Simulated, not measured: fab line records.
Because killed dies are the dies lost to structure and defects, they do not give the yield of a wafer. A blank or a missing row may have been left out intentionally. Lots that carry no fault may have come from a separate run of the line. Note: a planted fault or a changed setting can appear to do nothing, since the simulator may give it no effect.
Matching of chambers / flow nand_harc / 4 sister chambers for NHARC_A_CHANNEL_FILL_D1_ALD_02 on ald_hk-03
The step deposits SiO2, target thk 6 nm, pulse time 10 s, ald cycles 60. 18 wafers are shown with their chamber, then 9 later ones without.

## WAFERS WITH THEIR CHAMBER
wafer=L077.1; chamber=0; heater_power_w (W)=483; heater_power_outer_w (W)=270; precursor_pulse_height_rel=0.979
wafer=L077.4; chamber=2; heater_power_w (W)=473; heater_power_outer_w (W)=277; precursor_pulse_height_rel=1.018
wafer=L077.5; chamber=0; heater_power_w (W)=490; heater_power_outer_w (W)=273; precursor_pulse_height_rel=0.967
wafer=L080.2; chamber=3; heater_power_w (W)=494; heater_power_outer_w (W)=269; precursor_pulse_height_rel=0.997
wafer=L080.5; chamber=3; heater_power_w (W)=503; heater_power_outer_w (W)=275; precursor_pulse_height_rel=1.020
wafer=L080.6; chamber=0; heater_power_w (W)=500; heater_power_outer_w (W)=269; precursor_pulse_height_rel=0.970
wafer=L082.1; chamber=2; heater_power_w (W)=463; heater_power_outer_w (W)=285; precursor_pulse_height_rel=1.031
wafer=L082.2; chamber=3; heater_power_w (W)=524; heater_power_outer_w (W)=281; precursor_pulse_height_rel=0.992
wafer=L082.6; chamber=1; heater_power_w (W)=552; heater_power_outer_w (W)=295; precursor_pulse_height_rel=1.007
wafer=L087.2; chamber=2; heater_power_w (W)=475; heater_power_outer_w (W)=283; precursor_pulse_height_rel=1.029
wafer=L087.4; chamber=0; heater_power_w (W)=503; heater_power_outer_w (W)=266; precursor_pulse_height_rel=1.003
wafer=L087.5; chamber=1; heater_power_w (W)=540; heater_power_outer_w (W)=293; precursor_pulse_height_rel=0.978
wafer=L085.1; chamber=0; heater_power_w (W)=483; heater_power_outer_w (W)=267; precursor_pulse_height_rel=1.035
wafer=L085.2; chamber=2; heater_power_w (W)=473; heater_power_outer_w (W)=289; precursor_pulse_height_rel=1.001
wafer=L085.3; chamber=1; heater_power_w (W)=539; heater_power_outer_w (W)=293; precursor_pulse_height_rel=0.973
wafer=L092.3; chamber=3; heater_power_w (W)=508; heater_power_outer_w (W)=269; precursor_pulse_height_rel=1.010
wafer=L092.5; chamber=1; heater_power_w (W)=548; heater_power_outer_w (W)=295; precursor_pulse_height_rel=0.989
wafer=L092.6; chamber=0; heater_power_w (W)=482; heater_power_outer_w (W)=274; precursor_pulse_height_rel=1.008

SIGNATURES, as means of the wafers listed above
reading=heater_power_w; chamber 0=490.17; chamber 1=544.75; chamber 2=471.00; chamber 3=507.25; scatter within a chamber=8.91
reading=heater_power_outer_w; chamber 0=269.83; chamber 1=294.00; chamber 2=283.50; chamber 3=273.50; scatter within a chamber=4.04
reading=precursor_pulse_height_rel; chamber 0=0.99367; chamber 1=0.98675; chamber 2=1.01975; chamber 3=1.00475; scatter within a chamber=0.0193
Rule: for a wafer and a chamber, the distance is found by dividing, reading by reading, the gap between the wafer's reading and the chamber's mean by the reading's scatter, squaring, summing and taking the root. If the next closest chamber is less than 2 further off than the closest, the wafer can't be placed; otherwise it belongs to the closest. How the scatter is found: for the shown wafers, subtract from each reading the mean of its chamber, square and add these, divide the total by (wafers less chambers), then take the root.

## WAFERS WHOSE CHAMBER IS MISSING
wafer=L093.1; heater_power_w (W)=480; heater_power_outer_w (W)=279; precursor_pulse_height_rel=1.022
wafer=L093.3; heater_power_w (W)=493; heater_power_outer_w (W)=275; precursor_pulse_height_rel=0.985
wafer=L093.5; heater_power_w (W)=507; heater_power_outer_w (W)=271; precursor_pulse_height_rel=1.009
wafer=L094.1; heater_power_w (W)=518; heater_power_outer_w (W)=278; precursor_pulse_height_rel=0.965
wafer=L094.3; heater_power_w (W)=466; heater_power_outer_w (W)=282; precursor_pulse_height_rel=1.011
wafer=L094.6; heater_power_w (W)=521; heater_power_outer_w (W)=278; precursor_pulse_height_rel=1.028
wafer=L096.2; heater_power_w (W)=513; heater_power_outer_w (W)=269; precursor_pulse_height_rel=0.979
wafer=L096.4; heater_power_w (W)=543; heater_power_outer_w (W)=306; precursor_pulse_height_rel=0.970
wafer=L096.5; heater_power_w (W)=491; heater_power_outer_w (W)=264; precursor_pulse_height_rel=1.035

## CHAMBER TAKEN BY EACH
wafer=L093.1; from the rows above=can't be placed: 2 or 0 or 3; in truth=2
wafer=L093.3; from the rows above=can't be placed: 0 or 3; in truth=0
wafer=L093.5; from the rows above=can't be placed: 3 or 0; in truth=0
wafer=L094.1; from the rows above=can't be placed: 3 or 0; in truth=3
wafer=L094.3; from the rows above=2; in truth=2
wafer=L094.6; from the rows above=3; in truth=3
wafer=L096.2; from the rows above=can't be placed: 3 or 0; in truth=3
wafer=L096.4; from the rows above=1; in truth=1
wafer=L096.5; from the rows above=can't be placed: 0 or 3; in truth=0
Placed correctly: 3 of 9. Can't be placed from these rows: 6 (the true chamber is among the candidates in 6). 0 placed wrongly.
